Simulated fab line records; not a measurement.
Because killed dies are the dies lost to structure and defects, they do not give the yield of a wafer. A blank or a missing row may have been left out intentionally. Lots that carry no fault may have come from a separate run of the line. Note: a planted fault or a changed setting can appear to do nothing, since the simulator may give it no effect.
Struck lot and sound lot, side by side ; flow n5Finfet ; 36 out of 1938 route steps
Sound: the wafers L912.1, L912.2, L912.5. Struck: wafers L911.2, L911.3, L911.4. The cause is named last.
For every step that has rows: the tool of each side, followed by ch and its chambers, followed by its first start. Under that, the readings that differ: sound wafers ; struck wafers ; difference of the means ; sigmas: that difference in standard deviations of wafers without a fault.
alike: a reading whose means differ by less than 2 such deviations, as well as words and numbers matching on both sides. not compared: withheld readings; readings where some wafer has no value; bounds like >300 that might hide an equal value; numbers whose values overlap and for which the record gives no deviation.
Wherever a step has rows on one side only, a row that says differs or no value, or a row with sigmas, the two part there. Numbers that have no deviation but don't overlap get no sigmas and don't part them. Lack of a reading on every wafer of one side parts them only where that side has two or more wafers.

first, 9 steps without rows for these wafers: N5_BEOL_M4_ANNEAL_95 (time 240 s); N5_BEOL_M4_SPUTTER_96 (material Cu, target thk 4.5 nm, time 8.29 s); N5_BEOL_M4_ECD_50 (material Cu, target thk 300 nm); N5_BEOL_M4_ANNEAL_51 (time 90 s); N5_BEOL_M4_CMP_52 (polishes, stops on SiOC, t overpolish 6.8 s, target thk 40 nm); N5_BEOL_M4_PRE_CLEAN_60 (time 15 s); N5_BEOL_M4_CO_CAP_55 (material Co, precursor CCTBA/H2, target thk 2 nm, time 102.1 s); N5_BEOL_M4_PRE_CLEAN_56 (time 15 s); N5_BEOL_M4_DEP_57 (deposits SiCN from 3MS/NH3, target thk 8 nm, time 14 s).
N5_BEOL_M4_RC_MEAS_101:
  sound on prober-01 ch 0, day 12 05:53; struck on prober-01 ch 0, day 12 02:46
  alike: DIBL_N, DIBL_P, IOFF_N, IOFF_P, ION_N, ION_P, SS_N, SS_P, VT_N, VT_P
then, 24 steps without rows for these wafers: N5_BEOL_M5_ILD_DEP_00 (deposits SiCOH lowk from DEMS/porogen, target thk 140.64 nm, time 25.9 s); N5_BEOL_M5_CURE_79 (cures SiCOH lowk, time 240 s); N5_BEOL_M5_PECVD_70 (deposits SiO2 from TEOS/O2, target thk 16 nm, time 18 s); N5_BEOL_M5_HM_DEP_02 (deposits TiN, target thk 20 nm); N5_BEOL_M5_COAT_59 (time 60 s, resist thk 60 nm); N5_BEOL_M5_COAT_60 (time 60 s, resist thk 12 nm); N5_BEOL_M5_COAT_71 (time 60 s, resist thk 5 nm); N5_BEOL_M5_COAT_05 (resist thk 30 nm); N5_BEOL_M5_EBR_07; N5_BEOL_M5_SOFTBAKE_06 (time 60 s); N5_BEOL_M5_EXPOSE_08 (exposes mask M5, target cd 28 nm); N5_BEOL_M5_PEB_09 (peb time 60 s); N5_BEOL_M5_DEVELOP_10 (develop time 30 s); N5_BEOL_M5_DESCUM_16 (chemistry O2, time 7 s); N5_BEOL_M5_ETCH_72 (etches underlayer in N2/H2, target depth 6.5 nm, time 5.2 s); N5_BEOL_M5_ETCH_61 (etches SiARC in CF4, target depth 15.6 nm, time 26 s); N5_BEOL_M5_ETCH_62 (etches SOC in N2/H2, target depth 75 nm, overetch 15 nm, time 112.5 s); N5_BEOL_M5_STRIP_63 (strips in N2/H2); N5_BEOL_M5_STRIP_73 (strips in N2/H2); N5_BEOL_M5_STRIP_64 (strips in CF4); N5_BEOL_M5_HM_OPEN_17 (chemistry Cl2/BCl3, target TiN, target depth 20 nm, overetch 6 nm); N5_BEOL_M5_STRIP_19 (strips in O2); N5_BEOL_M5_COAT_65 (time 60 s, resist thk 60 nm); N5_BEOL_M5_COAT_66 (time 60 s, resist thk 12 nm).
-- record jumps: 3 days separate the struck wafers' starts on either side; left off in module BEOL_M5, taken up again in module BEOL_M12, whose first shown step is the route's number 1650 --
N5_BEOL_M12_SPUTTER_45: material Cu, target thk 80 nm, time 13.33 s.
  sound: pvdSputter-02 at day 15 06:37; struck: pvdSputter-01 at day 15 03:16
  no value came back on the struck wafers for biasV (V), cathodeDcPowerW (W), throttleValvePct (%); on the sound wafers biasV (V) reads 59.8 59.6 60.6
N5_PASSIVATION_PROBE_49:
  rows exist in the record for the struck wafers here (prober-01, day 16 17:58), but not for the sound ones

## WHERE THEY PART
First at N5_BEOL_M12_SPUTTER_45; last, within this record, at N5_PASSIVATION_PROBE_49.

WHY: the cause the simulator had injected
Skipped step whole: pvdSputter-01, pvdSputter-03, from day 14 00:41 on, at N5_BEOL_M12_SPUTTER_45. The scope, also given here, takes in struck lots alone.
